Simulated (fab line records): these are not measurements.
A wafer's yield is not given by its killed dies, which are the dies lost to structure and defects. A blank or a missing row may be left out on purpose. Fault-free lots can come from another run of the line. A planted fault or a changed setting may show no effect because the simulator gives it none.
Chamber matching    flow nandHarc    4 sister chambers for NHARC_A_STAIRCASE_CMP_472 on cmp-04
The step polishes SiO2. 18 wafers are shown with their chamber, then 9 later ones without.

WAFERS WITH THEIR CHAMBER
wafer   chamber  motorCurrentA (A)
L077.1  2        12.2
L077.2  0        10.0
L077.6  1        12.6
L080.2  1        12.7
L080.4  3        10.9
L080.5  3        10.5
L082.2  3        9.7
L082.5  1        12.6
L082.6  2        12.0
L084.1  3        10.5
L084.4  1        13.0
L084.6  0        10.7
L089.1  3        10.5
L089.4  1        12.6
L089.6  1        12.8
L092.1  3        10.3
L092.3  1        11.9
L092.4  0        11.4

SIGNATURES (means of the wafers above)
reading        chamber 0  chamber 1  chamber 2  chamber 3  scatter within a chamber
motorCurrentA  10.700     12.600     12.100     10.400     0.421
Rule: for each reading, subtract the chamber's mean from the wafer's reading, divide by that reading's scatter and square the result; add these up over the readings and take the root, which gives the wafer's distance from the chamber. If the next closest chamber is less than 2 further off than the closest, the wafer can't be placed; otherwise it belongs to the closest. The scatter: the root of (the sum of the squares of (reading less its chamber's mean) over the shown wafers, divided by (wafers less chambers)).

WAFERS MISSING THEIR CHAMBER
wafer   motorCurrentA (A)
L093.2  11.7
L093.3  10.6
L093.6  10.3
L095.2  12.6
L095.3  10.3
L095.6  10.5
L097.1  12.5
L097.3  10.6
L097.6  13.1

WHICH CHAMBER EACH ONE RAN IN
wafer   from the rows above           in truth
L093.2  can't be placed: 2 or 1 or 0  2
L093.3  can't be placed: 0 or 3       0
L093.6  can't be placed: 3 or 0       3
L095.2  can't be placed: 1 or 2       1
L095.3  can't be placed: 3 or 0       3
L095.6  can't be placed: 3 or 0       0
L097.1  can't be placed: 1 or 2       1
L097.3  can't be placed: 0 or 3       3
L097.6  can't be placed: 1 or 2       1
Correctly placed: 0 of 9. Cannot be placed on the basis of these rows: 9; the candidates contain the true chamber in 9. Wrongly placed: 0.
